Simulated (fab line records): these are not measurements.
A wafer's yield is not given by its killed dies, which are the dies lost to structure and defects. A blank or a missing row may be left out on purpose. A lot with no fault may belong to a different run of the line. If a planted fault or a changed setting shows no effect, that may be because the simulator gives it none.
Which tool was responsible? || flow n5Finfet || Sampling: 11 lots, 33 wafers, 2 of 1938 route steps

WHAT EACH GAUGE READ, for each wafer
N5_BEOL_M11_CD_MEAS_11: the cd target is 64.1 nm.
{"lot": "L978", "measured": "day 11 18:13", "on": "cdSem-02", "cdNm (nm)": "64.3 64.8 64.4"}
{"lot": "L982", "measured": "day 12 10:52", "on": "cdSem-03", "cdNm (nm)": "64.8 64.7 64.4"}
{"lot": "L981", "measured": "day 12 11:16", "on": "cdSem-01", "cdNm (nm)": "63.9 63.3 64.1"}
{"lot": "L984", "measured": "day 12 13:02", "on": "cdSem-03", "cdNm (nm)": "63.6 63.3 63.7"}
{"lot": "L983", "measured": "day 12 13:56", "on": "cdSem-03", "cdNm (nm)": "64.7 64.9 65.2"}
{"lot": "L986", "measured": "day 13 08:02", "on": "cdSem-03", "cdNm (nm)": "64.6 64.4 65.1"}
{"lot": "L988", "measured": "day 13 11:54", "on": "cdSem-03", "cdNm (nm)": "63.8 64.2 64.2"}
{"lot": "L992", "measured": "day 15 04:26", "on": "cdSem-03", "cdNm (nm)": "64.8 64.1 64.1"}
{"lot": "L998", "measured": "day 16 20:01", "on": "cdSem-01", "cdNm (nm)": "64.7 64.8 64.7"}
{"lot": "L100", "measured": "day 17 03:53", "on": "cdSem-01", "cdNm (nm)": "64.3 64.4 64.5"}
{"lot": "L999", "measured": "day 17 04:35", "on": "cdSem-01", "cdNm (nm)": "65.2 66.1 64.4"}

TOOL THAT RAN EACH LOT (tool first, then ch and the chambers of the sampled wafers, then the start)
{"lot": "L978", "N5_BEOL_M11_HM_DEP_02": "pvdSputter-02, day 11 17:43"}
{"lot": "L982", "N5_BEOL_M11_HM_DEP_02": "pvdSputter-01, day 12 10:22"}
{"lot": "L981", "N5_BEOL_M11_HM_DEP_02": "pvdSputter-03, day 12 10:46"}
{"lot": "L984", "N5_BEOL_M11_HM_DEP_02": "pvdSputter-01, day 12 12:40"}
{"lot": "L983", "N5_BEOL_M11_HM_DEP_02": "pvdSputter-03, day 12 13:26"}
{"lot": "L986", "N5_BEOL_M11_HM_DEP_02": "pvdSputter-01, day 13 07:29"}
{"lot": "L988", "N5_BEOL_M11_HM_DEP_02": "pvdSputter-01, day 13 11:24"}
{"lot": "L992", "N5_BEOL_M11_HM_DEP_02": "pvdSputter-03, day 15 03:57"}
{"lot": "L998", "N5_BEOL_M11_HM_DEP_02": "pvdSputter-03, day 16 19:31"}
{"lot": "L100", "N5_BEOL_M11_HM_DEP_02": "pvdSputter-01, day 17 03:23"}
{"lot": "L999", "N5_BEOL_M11_HM_DEP_02": "pvdSputter-02, day 17 04:13"}
- N5_BEOL_M11_HM_DEP_02: deposits TiN, target thk 20 nm.

THE ANSWER, worked out from the rows above alone
Rule: what is usual is taken from the lots themselves. Put in order of their means at a reading, lots are off if they are a third of the lots or fewer, leave a main group of 4 or more, and stand apart from it by a gap of 3 or more times the standard deviation of the main group's means; of several such gaps the widest counts. The tables above print the reading to a certain number of digits; a main group whose means all agree to those digits is not used. Also off: a lot with no number at a reading for which 4 or more lots have one. All remaining lots with rows at the step are treated as sound.
Nothing can be told from this: no lot is off at any reading shown.

WHAT THE SIMULATOR HAD INSERTED
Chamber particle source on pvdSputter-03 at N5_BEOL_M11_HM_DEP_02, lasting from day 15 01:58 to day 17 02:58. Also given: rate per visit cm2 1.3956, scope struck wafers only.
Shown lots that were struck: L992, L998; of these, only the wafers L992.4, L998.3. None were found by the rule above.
